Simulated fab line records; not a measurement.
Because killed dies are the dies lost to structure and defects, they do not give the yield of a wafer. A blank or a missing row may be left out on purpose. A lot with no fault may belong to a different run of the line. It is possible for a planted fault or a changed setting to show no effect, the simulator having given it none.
Matching of chambers ; flow n5Finfet ; 3 sister chambers for N5_BEOL_M8_CURE_74 on uvCure-03
The step cures SiCOH lowk, time 240 s. 6 wafers are shown with their chamber, then 8 later ones without.

WAFERS PAIRED WITH THEIR CHAMBERS
wafer;chamber;lampPowerPct (%);wafer_temp_C_max
L074.4;1;52.42;386.2
L074.5;1;52.42;386.0
L082.3;0;52.29;386.5
L082.6;0;52.33;386.8
L081.6;2;52.27;385.8
L090.1;2;52.28;386.0

WAFERS WHOSE CHAMBER IS MISSING
wafer;lampPowerPct (%);wafer_temp_C_max
L090.2;52.35;386.2
L090.5;52.36;385.7
L092.2;52.44;386.3
L092.3;52.32;386.5
L092.4;52.36;387.3
L093.1;52.38;386.4
L093.3;52.46;386.3
L093.6;52.25;386.9

WHICH CHAMBER EACH ONE RAN IN
wafer;from the rows above;in truth
L090.2;can't be placed: 0 or 1 or 2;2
L090.5;can't be placed: 1 or 2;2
L092.2;1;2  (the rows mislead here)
L092.3;0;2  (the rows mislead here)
L092.4;0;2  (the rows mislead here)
L093.1;can't be placed: 1 or 0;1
L093.3;1;1
L093.6;0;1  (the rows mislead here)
Correct placement for 1 of the 8. Not placeable from these rows: 3 (in 3, the candidates include the true chamber). 4 placed wrongly.
How it was worked out, from the rows above alone: a wafer's distance from a chamber is the root of the sum, over the readings, of the square of ((its reading less the chamber's mean) divided by the reading's scatter). If the next closest chamber is less than 2 further off than the closest, the wafer can't be placed; otherwise it belongs to the closest. For every chamber, the mean is computed from those of its wafers that are shown. How the scatter is found: for the shown wafers, subtract from each reading the mean of its chamber, square and add these, divide the total by (wafers less chambers), then take the root.
